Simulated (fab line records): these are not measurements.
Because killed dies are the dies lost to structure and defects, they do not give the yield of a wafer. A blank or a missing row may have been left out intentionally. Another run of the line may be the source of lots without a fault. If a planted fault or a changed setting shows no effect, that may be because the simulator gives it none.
Chamber matching :: flow nand-harc :: rie-diel-08 running NHARC_A_CHANNEL_HOLE_D1_ETCH_34: 4 sister chambers
The step etches the open film in CF4/CHF3, target depth 154 nm, time 77 s. 7 wafers are shown with their chamber, then 8 later ones without.

## WAFERS, EACH WITH ITS CHAMBER
wafer: L848.1
chamber: 3
showerhead-plenum-p-Torr (Torr): 1.48
drypump-motor-current-A (A): 5.7

wafer: L848.5
chamber: 0
showerhead-plenum-p-Torr (Torr): 1.67
drypump-motor-current-A (A): 5.2

wafer: L854.4
chamber: 1
showerhead-plenum-p-Torr (Torr): 1.48
drypump-motor-current-A (A): 6.2

wafer: L854.5
chamber: 1
showerhead-plenum-p-Torr (Torr): 1.48
drypump-motor-current-A (A): 6.2

wafer: L854.6
chamber: 2
showerhead-plenum-p-Torr (Torr): 1.60
drypump-motor-current-A (A): 5.4

wafer: L856.1
chamber: 2
showerhead-plenum-p-Torr (Torr): 1.60
drypump-motor-current-A (A): 5.3

wafer: L865.1
chamber: 3
showerhead-plenum-p-Torr (Torr): 1.47
drypump-motor-current-A (A): 5.7

## WAFERS WITHOUT THEIR CHAMBER
wafer: L865.3
showerhead-plenum-p-Torr (Torr): 1.47
drypump-motor-current-A (A): 6.2

wafer: L865.6
showerhead-plenum-p-Torr (Torr): 1.60
drypump-motor-current-A (A): 5.3

wafer: L866.1
showerhead-plenum-p-Torr (Torr): 1.66
drypump-motor-current-A (A): 5.2

wafer: L866.2
showerhead-plenum-p-Torr (Torr): 1.47
drypump-motor-current-A (A): 5.7

wafer: L866.3
showerhead-plenum-p-Torr (Torr): 1.60
drypump-motor-current-A (A): 5.4

wafer: L868.1
showerhead-plenum-p-Torr (Torr): 1.47
drypump-motor-current-A (A): 6.2

wafer: L868.2
showerhead-plenum-p-Torr (Torr): 1.66
drypump-motor-current-A (A): 5.2

wafer: L868.3
showerhead-plenum-p-Torr (Torr): 1.47
drypump-motor-current-A (A): 5.7

## EACH ONE'S CHAMBER
wafer: L865.3
from the rows above: 1
in truth: 1

wafer: L865.6
from the rows above: 2
in truth: 2

wafer: L866.1
from the rows above: 0
in truth: 0

wafer: L866.2
from the rows above: 3
in truth: 3

wafer: L866.3
from the rows above: 2
in truth: 2

wafer: L868.1
from the rows above: 1
in truth: 1

wafer: L868.2
from the rows above: 0
in truth: 0

wafer: L868.3
from the rows above: 3
in truth: 3
Correctly placed: 8 of 8. Number that these rows cannot place: 0. Wrongly placed: 0.
How it was worked out, from the rows above alone: a wafer's distance from a chamber is the root of the sum, over the readings, of the square of ((its reading less the chamber's mean) divided by the reading's scatter). The wafer belongs to the nearest chamber; if the next one is less than 2 further off, it can't be placed. A chamber's mean is the mean of its shown wafers. The scatter: take each reading less its chamber's mean, square it, sum over the shown wafers, divide by the number of wafers less the number of chambers, and take the root.
